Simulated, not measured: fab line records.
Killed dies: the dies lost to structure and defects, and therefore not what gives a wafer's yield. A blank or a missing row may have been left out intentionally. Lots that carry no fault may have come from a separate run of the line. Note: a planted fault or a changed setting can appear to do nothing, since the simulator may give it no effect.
Chamber matching ; flow n5 finfet ; rie diel-01 running N5_GATE_CUT_ETCH_28: 4 sister chambers
The step etches underlayer in N2/H2, target depth 13 nm, time 10.4 s. 4 wafers are shown with their chamber, then 7 later ones without.

## WAFERS, EACH WITH ITS CHAMBER
wafer;chamber;etch rf on time s (s)
L093.3;0;10.67
L093.5;3;9.98
L095.1;1;10.47
L095.3;2;10.03

## WAFERS WITH NO CHAMBER GIVEN
wafer;etch rf on time s (s)
L095.4;10.67
L096.1;9.96
L096.2;10.51
L096.3;10.46
L096.4;10.04
L096.5;10.03
L096.6;10.54

## CHAMBER TAKEN BY EACH
wafer;from the rows above;in truth
L095.4;0;0
L096.1;can't be placed: 3 or 2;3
L096.2;1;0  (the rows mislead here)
L096.3;1;1
L096.4;can't be placed: 2 or 3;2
L096.5;can't be placed: 2 or 3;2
L096.6;can't be placed: 1 or 0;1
Correct placement for 2 of the 7. From these rows, 4 cannot be placed; in 4 the true chamber is one of the candidates. Placed wrongly: 1.
How it was worked out, from the rows above alone: a wafer's distance from a chamber is the root of the sum, over the readings, of the square of ((its reading less the chamber's mean) divided by the reading's scatter). If the next closest chamber is less than 2 further off than the closest, the wafer can't be placed; otherwise it belongs to the closest. The mean given for a chamber averages the wafers shown for that chamber. The scatter: with one shown wafer a chamber, the root of the mean of the squares of how far each hidden wafer lies from its nearest shown one.
